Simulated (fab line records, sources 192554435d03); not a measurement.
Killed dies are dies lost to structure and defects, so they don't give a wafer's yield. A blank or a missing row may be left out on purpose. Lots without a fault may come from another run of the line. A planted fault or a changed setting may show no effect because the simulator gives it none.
fab line records | flow n5_finfet
record lots=11 wafers=29 last_day=17
route steps=1938 shown BEOL_M5@1131 PASSIVATION@1936
lots that met no fault: from a run of the same line without faults
start_h: hours from the record's first day to the start of the lot's first wafer shown | wait_h: hours since the lot's step before | " the same as in the row above | L1.1+2: a row that stands for several wafers | - no value, or no start given | * or withheld: withheld | < > ~ a bound
route shown NAME@n: a module of which the file shows steps, and the number in the route of the first | usual: mean/standard deviation of fault-free wafers | same: alike in all rows | chamber/n: place in a boat | sites: the reading at each site | _std_site: their standard deviation | _edge_site: outer sites' mean less inner sites' | radius_mm: how far each site lies from the wafer's centre | mask NAME#n: copy n | behind: the tool/chamber that last shaped the wafer | hold: why the lot was held/for how many hours/how that ended | device: the transistor (n, p or np) that didn't switch | end of line: the same wafers' tests at the end of the route | a step without rows: its recipe alone | killed: dies lost to structure and defects at the first sort, not the wafer's yield | map: a wafer's dies, x killed, . not, _ none there
set.NAME: the setting as run; set.NAME@STEP: as run at that earlier step | model.NAME: the simulator's own value behind a step, which no gauge read
steps of the route over a sample of lots; a table a step, a row a wafer
services: from which hour (start_h, from the record's first day; less than 0 if before it) a tool's chamber was out of use, for how many hours, and why
## steps
# step N5_BEOL_M5_ETCH_61
# recipe chemistry=CF4 target=SiARC target_depth_a=156 mask_material=CAR-EUV time_s=26 ion_energy_ev=80 pressure_mtorr=40 source_w=545 bias_w=36 Ar_flow_sccm=100 cf4_flow_sccm=100 ends=cleared
# usual drypump_motor_current_A=5.7/0.35 etch_rf_on_time_s=26.0/1.1 oes_product_au=0.65/0.074 rf_vpp_V=184.0/1.2 showerhead_plenum_p_Torr=2.13/0.062 throttle_valve_pct=15.70/0.24
# columns lot.wafer tool chamber start_h wait_h drypump_motor_current_A etch_rf_on_time_s oes_product_au rf_hours_counter_h rf_vpp_V showerhead_plenum_p_Torr throttle_valve_pct
L398.1 rie_diel-01 2 164.79 0.0 6.2 25.5 0.67 146 181.3 2.06 15.61
L398.3 " 0 " " 5.6 24.9 0.60 234 184.7 2.12 15.60
L398.5 " 0 " " 5.6 24.8 0.61 - 183.7 2.12 15.62
L399.2 rie_diel-01 1 175.18 0.0 5.5 25.1 0.64 185 184.1 2.14 15.89
L399.6 " 2 " " 6.2 25.9 0.66 - 184.6 2.06 15.61
L400.2 rie_diel-01 3 176.18 0.0 5.4 28.3 0.60 169 182.7 2.15 15.74
L400.4 " 2 " " 6.3 25.7 0.66 148 184.1 2.06 15.62
L403.1 rie_diel-02 3 197.94 0.0 5.3 26.2 0.68 94 183.9 2.14 15.16
L403.2 " 0 " " 6.3 26.2 0.62 203 184.8 2.15 16.09
L403.3 " 1 " " 5.8 25.8 0.80 27 183.8 2.11 15.47
L404.1 rie_diel-01 1 205.38 0.0 5.4 25.1 0.63 196 184.1 2.14 15.89
L404.5 " 1 " " 5.5 24.8 0.63 - 182.3 2.14 15.90
L404.6 " 2 " " 6.3 25.8 0.65 - 183.5 2.06 15.64
L411.1 rie_diel-03 2 250.92 0.0 6.0 24.8 0.83 10 183.8 2.25 15.50
L411.3 " 0 " " 5.7 27.5 0.60 202 185.3 2.19 15.69
L414.4 rie_diel-03 2 258.43 0.0 6.0 24.8 0.83 13 184.8 2.25 15.51
L414.5 " 3 " " 5.7 24.8 0.63 - 183.6 2.03 15.70
L417.1 rie_diel-03 0 295.04 0.0 5.7 27.5 0.59 217 185.7 2.19 15.73
L417.2 " 3 " " 5.7 24.9 0.62 225 182.2 2.03 15.70
L417.3 " 2 " " 6.0 25.0 0.80 24 186.1 2.25 15.53
L419.1 rie_diel-01 3 297.15 0.0 5.4 28.6 0.58 212 185.6 2.13 15.83
L419.3 " 0 " " 5.7 24.7 0.85 1 184.0 2.11 15.13
L419.6 " 1 " " 5.5 25.4 0.60 - 184.6 2.13 15.95
L420.2 rie_diel-03 1 310.18 0.0 6.2 26.2 0.62 202 183.9 2.22 16.05
L420.3 " 3 " " 5.7 25.1 0.61 229 183.3 2.03 15.74
L420.6 " 3 " " 5.7 25.1 0.61 - 183.2 2.03 15.73
L421.1 rie_diel-03 3 311.08 0.0 5.7 25.0 0.62 229 182.3 2.03 15.72
L421.3 " 1 " " 6.3 26.1 0.63 203 184.8 2.22 16.05
L421.6 " 0 " " 5.7 27.5 0.59 - 184.1 2.19 15.72
# step N5_BEOL_M5_ETCH_62
# recipe chemistry=N2/H2 target=SOC target_depth_a=750 overetch_a=150 mask_material=SiARC temp_c=40 time_s=112.5 ion_energy_ev=200 pressure_mtorr=30 source_w=840 bias_w=150 n2_flow_sccm=200 h2_flow_sccm=200
# usual drypump_motor_current_A=5.7/0.35 oes_product_au=0.60/0.062 rf_vpp_V=523.6/2.4 showerhead_plenum_p_Torr=2.53/0.082 temp_c=40.00/0.11 throttle_valve_pct=17.86/0.29
# columns lot.wafer tool chamber start_h wait_h drypump_motor_current_A oes_product_au rf_hours_counter_h rf_vpp_V showerhead_plenum_p_Torr temp_c throttle_valve_pct
L398.1 rie_diel-01 2 164.82 0.0 6.3 0.62 146 520.9 2.46 40.09 18.02
L398.3 " 0 " " 5.7 0.55 234 522.5 2.51 39.90 17.67
L398.5 " 0 " " 5.6 0.55 - 525.0 2.51 40.10 17.65
L399.2 rie_diel-01 1 175.21 0.0 5.5 0.58 185 523.7 2.52 40.02 17.90
L399.6 " 2 " " 6.3 0.61 - 521.0 2.46 39.90 18.01
L400.2 rie_diel-01 3 176.21 0.0 5.5 0.59 169 523.7 2.53 40.01 17.87
L400.4 " 2 " " 6.3 0.61 148 520.0 2.46 40.00 18.01
L403.1 rie_diel-02 3 197.97 0.0 5.3 0.63 94 524.5 2.55 40.01 17.41
L403.2 " 0 " " 6.3 0.58 203 524.9 2.55 40.28 18.52
L403.3 " 1 " " 5.8 0.73 27 520.8 2.48 40.03 17.50
L404.1 rie_diel-01 1 205.41 0.0 5.5 0.58 196 523.3 2.51 40.14 17.93
L404.5 " 1 " " 5.4 0.57 - 523.0 2.51 39.84 17.92
L404.6 " 2 " " 6.2 0.60 - 521.1 2.45 39.94 18.05
L411.1 rie_diel-03 2 250.95 0.0 6.0 0.75 10 529.0 2.68 40.02 17.68
L411.3 " 0 " " 5.7 0.57 202 526.9 2.63 40.03 17.84
L414.4 rie_diel-03 2 258.45 0.0 6.0 0.75 13 528.1 2.68 40.10 17.70
L414.5 " 3 " " 5.8 0.56 - 520.3 2.39 39.99 17.68
L417.1 rie_diel-03 0 295.07 0.0 5.7 0.57 217 525.9 2.62 40.14 17.85
L417.2 " 3 " " 5.8 0.56 225 517.7 2.38 40.08 17.69
L417.3 " 2 " " 6.0 0.73 24 529.1 2.68 39.92 17.70
L419.1 rie_diel-01 3 297.17 0.0 5.5 0.56 212 522.9 2.52 39.94 17.93
L419.3 " 0 " " 5.7 0.77 1 522.9 2.50 40.00 17.17
L419.6 " 1 " " 5.5 0.55 - 523.6 2.50 39.90 18.00
L420.2 rie_diel-03 1 310.20 0.0 6.3 0.58 202 525.9 2.62 40.15 18.22
L420.3 " 3 " " 5.7 0.56 229 519.7 2.38 39.98 17.70
L420.6 " 3 " " 5.7 0.56 - 522.1 2.38 39.86 17.69
L421.1 rie_diel-03 3 311.10 0.0 5.8 0.55 229 518.1 2.38 40.06 17.70
L421.3 " 1 " " 6.3 0.58 203 526.1 2.62 40.02 18.22
L421.6 " 0 " " 5.7 0.56 - 526.5 2.62 39.99 17.88
# step N5_BEOL_M5_OVL_MEAS_29
# recipe points_per_wafer=522
# usual V4_OVL=0.2/0.62
# columns lot.wafer tool chamber start_h wait_h V4_OVL[nm]
L398.1 overlay-02 0 168.92 0.0 0.7
L398.3 " 0 " " 0.1
L398.5 " 0 " " -0.1
L399.2 overlay-01 0 176.81 0.0 1.6
L399.6 " 0 " " 0.0
L400.2 overlay-01 0 176.90 0.0 -0.1
L400.4 " 0 " " -1.0
L403.1 overlay-02 0 198.86 0.0 0.0
L403.2 " 0 " " 0.9
L403.3 " 0 " " -0.5
L404.1 overlay-02 0 206.11 0.0 1.1
L404.5 " 0 " " 1.0
L404.6 " 0 " " 0.4
L411.1 overlay-02 0 251.79 0.0 0.8
L411.3 " 0 " " -0.7
L414.4 overlay-02 0 262.19 0.0 0.2
L414.5 " 0 " " -0.2
L417.1 overlay-02 0 295.81 0.0 1.3
L417.2 " 0 " " 1.1
L417.3 " 0 " " 1.8
L419.1 overlay-02 0 299.94 0.0 0.3
L419.3 " 0 " " 0.8
L419.6 " 0 " " -0.7
L420.2 overlay-02 0 311.26 0.0 -0.4
L420.3 " 0 " " -0.8
L420.6 " 0 " " -0.1
L421.1 overlay-01 0 313.10 0.0 0.2
L421.3 " 0 " " -0.2
L421.6 " 0 " " 0.8
# step N5_BEOL_M5_ETCH_68
# recipe chemistry=N2/H2 target=SOC target_depth_a=800 overetch_a=160 mask_material=SiARC temp_c=40 time_s=120 ion_energy_ev=200 pressure_mtorr=30 source_w=840 bias_w=150 n2_flow_sccm=200 h2_flow_sccm=200
# usual drypump_motor_current_A=5.7/0.38 oes_product_au=0.58/0.061 rf_vpp_V=523.4/2.2 run_length_s=143.1/0.39 showerhead_plenum_p_Torr=2.52/0.075 temp_c=39.99/0.1 throttle_valve_pct=17.9/0.32
# columns lot.wafer tool chamber start_h wait_h drypump_motor_current_A oes_product_au rf_hours_counter_h rf_vpp_V run_length_s showerhead_plenum_p_Torr temp_c throttle_valve_pct
L398.1 rie_diel-03 3 169.09 0.0 5.7 0.56 188 520.6 143.5 2.40 39.94 17.6
L398.3 " 1 " " 6.3 0.58 163 525.9 143.5 2.64 39.86 18.1
L398.5 " 1 " " 6.3 0.58 - 528.3 143.3 2.64 39.99 18.1
L399.2 rie_diel-03 2 176.97 0.0 6.0 0.52 248 518.8 143.7 2.37 39.95 18.0
L399.6 " 2 " " 6.0 0.53 - 519.9 143.3 2.37 40.13 18.0
L400.2 rie_diel-02 2 177.07 0.0 5.2 0.53 196 523.8 143.3 2.53 40.00 18.0
L400.4 " 0 " " 6.2 0.56 197 523.3 142.5 2.55 40.00 18.5
L403.1 rie_diel-03 1 199.27 0.0 6.3 0.57 175 528.1 143.0 2.64 39.86 18.2
L403.2 " 0 " " 5.7 0.56 191 526.7 143.7 2.63 39.93 17.8
L403.3 " 3 " " 5.8 0.55 198 521.4 143.4 2.39 39.81 17.6
L404.1 rie_diel-02 2 206.47 0.0 5.1 0.53 205 522.1 143.6 2.52 40.10 18.0
L404.5 " 1 " " 5.8 0.69 - 524.4 142.4 2.48 40.03 17.5
L404.6 " 0 " " 6.2 0.56 - 523.3 142.7 2.55 39.81 18.5
L411.1 rie_diel-02 1 252.16 0.0 5.8 0.68 46 522.2 142.5 2.47 40.09 17.6
L411.3 " 0 " " 6.3 0.52 221 523.5 156.2 2.54 39.95 18.5
L414.4 rie_diel-02 0 262.34 0.0 6.2 0.52 223 523.4 156.3 2.54 40.00 18.5
L414.5 " 1 " " 5.8 0.68 - 522.5 142.4 2.47 39.89 17.5
L417.1 rie_diel-01 0 295.98 0.0 5.7 0.75 0 523.9 142.9 2.50 39.99 17.2
L417.2 " 3 " " 5.4 0.54 212 522.0 143.3 2.51 39.96 17.9
L417.3 " 2 " " 6.3 0.56 194 520.2 143.0 2.44 39.82 18.1
L419.1 rie_diel-01 1 300.11 0.0 5.5 0.54 233 522.6 143.5 2.50 39.83 18.0
L419.3 " 3 " " 5.5 0.55 213 522.0 143.5 2.51 39.90 17.9
L419.6 " 2 " " 6.3 0.57 - 521.6 143.5 2.44 40.20 18.1
L420.2 rie_diel-03 2 311.42 0.0 6.0 0.69 29 527.9 143.7 2.67 40.01 17.7
L420.3 " 1 " " 6.3 0.56 203 526.0 143.0 2.62 39.96 18.2
L420.6 " 0 " " 5.7 0.55 - 526.2 143.7 2.62 40.14 17.9
L421.1 rie_diel-01 0 313.54 0.0 5.6 0.72 6 521.8 142.9 2.50 40.07 17.2
L421.3 " 2 " " 6.3 0.56 199 519.9 142.7 2.44 39.93 18.1
L421.6 " 3 " " 5.4 0.54 - 524.4 143.1 2.51 40.01 18.0
# step N5_PASSIVATION_PROBE_49
# usual defect_limited_yield=91.8/1.5 killed_at_M0_to_M3=33/11 killed_at_M4_up=13/5 killed_at_contacts=11/5.6 killed_at_front_end=36/12 killed_at_other=3.4/2.5 killed_dies=97/18 killed_open=64/13 killed_short=31/6.9 sort_bin_5_function=4.8/1 sort_bin_6_memory=3.1/0.64 sort_bin_8_speed=0.00/0.014 sort_n_pass=1083/18 sort_yield_pct=91.8/1.5
# same gross_dies=1180 killed_at_back_side=0 sort_bin_4_leakage[%]=0
# columns lot.wafer tool chamber start_h wait_h defect_limited_yield[%] killed_at_M0_to_M3 killed_at_M4_up killed_at_contacts killed_at_front_end killed_at_other killed_dies killed_open killed_short sort_bin_5_function[%] sort_bin_6_memory[%] sort_bin_8_speed[%] sort_n_pass sort_yield_pct[%]
L414.5 prober-01 - 370.37 0.2 90.1 47 17 13 38 2 117 84 33 5.6 3.9 0 1063 90.1
L417.1 prober-02 - 400.22 0.0 91.9 44 7 17 20 8 96 66 28 5.3 2.8 0 1084 91.9
L417.2 prober-02 - 400.27 0.1 93.1 36 3 11 27 4 81 53 28 4.2 2.5 0 1099 93.1
L417.3 prober-02 - 400.32 0.1 92.5 38 8 5 32 6 89 54 35 4.0 3.1 0 1091 92.5
# killed by level:class
L414.5 BEOL_M1:geometric_particle:open=15 MOL_CONTACT_COAG:geometric_particle:open=12 BEOL_M0_SAQP:geometric_particle:open=11 FIN_SAQP:geometric_particle:short=9 STI_FIN_REVEAL:geometric_particle:open=9 FIN_SAQP:geometric_particle:open=6 BEOL_M0_SAQP:geometric_particle:short=6 BEOL_M3:geometric_particle:open=5
L417.1 BEOL_M2:geometric_particle:open=20 MOL_CONTACT_COAG:geometric_particle:open=13 BEOL_M0_SAQP:geometric_particle:short=12 BEOL_M0_SAQP:geometric_particle:open=7 FIN_SAQP:geometric_particle:open=3 STI_FIN_REVEAL:geometric_particle:open=3 MOL_CONTACT_COAG:geometric_particle:short=3 FIN_SAQP:geometric_particle:short=2
L417.2 MOL_CONTACT_COAG:geometric_particle:open=11 BEOL_M0_SAQP:geometric_particle:short=9 BEOL_M3:geometric_particle:open=9 BEOL_M0_SAQP:geometric_particle:open=8 FIN_SAQP:geometric_particle:short=7 BEOL_M2:geometric_particle:open=5 STI_FIN_REVEAL:geometric_particle:open=3 DUMMY_GATE:geometric_particle:open=3
L417.3 BEOL_M0_SAQP:geometric_particle:short=9 BEOL_M2:geometric_particle:open=6 DUMMY_GATE:geometric_particle:open=6 BEOL_M1:geometric_particle:open=6 BEOL_M3:geometric_particle:open=6 STARTING-WAFER:geometric_particle:short=6 BEOL_M0_SAQP:geometric_particle:open=5 MOL_CONTACT_COAG:geometric_particle:open=4
## services
# columns tool chamber start_h hours kind
rie_diel-01 3 176.74 8.3 repair
rie_diel-03 2 181.29 - clean
rie_diel-03 2 181.29 - consumable_replace:focus_ring
rie_diel-03 2 181.29 - consumable_replace:showerhead
rie_diel-03 - 234.90 15.6 pm
rie_diel-01 0 270.83 - clean
rie_diel-01 0 270.83 - consumable_replace:focus_ring
rie_diel-01 0 270.83 24.0 scheduled_down
rie_diel-01 0 270.83 24.0 vent_cycle
rie_diel-01 - 300.50 2.8 pm
## key
first_sign step=N5_BEOL_M5_ETCH_68 reading=run_length_s direction=up sigmas=33 usual=* struck=*
effect none on later readings
met_at N5_BEOL_M5_ETCH_68
struck_lots L411,L414
struck_wafers L411.3,L414.4
not_acting_at N5_BEOL_M5_ETCH_61,N5_BEOL_M5_ETCH_62,N5_BEOL_M5_OVL_MEAS_29
onset_between 206.47 252.16
fault kind=process_parameter_drift tool=rie_diel-02 chamber=- onset_h=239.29 steps=N5_BEOL_M5_ETCH_68 channel=time_s offset=* shape=step end_h=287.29 scope=struck_wafers_only acts_in=* stated=*
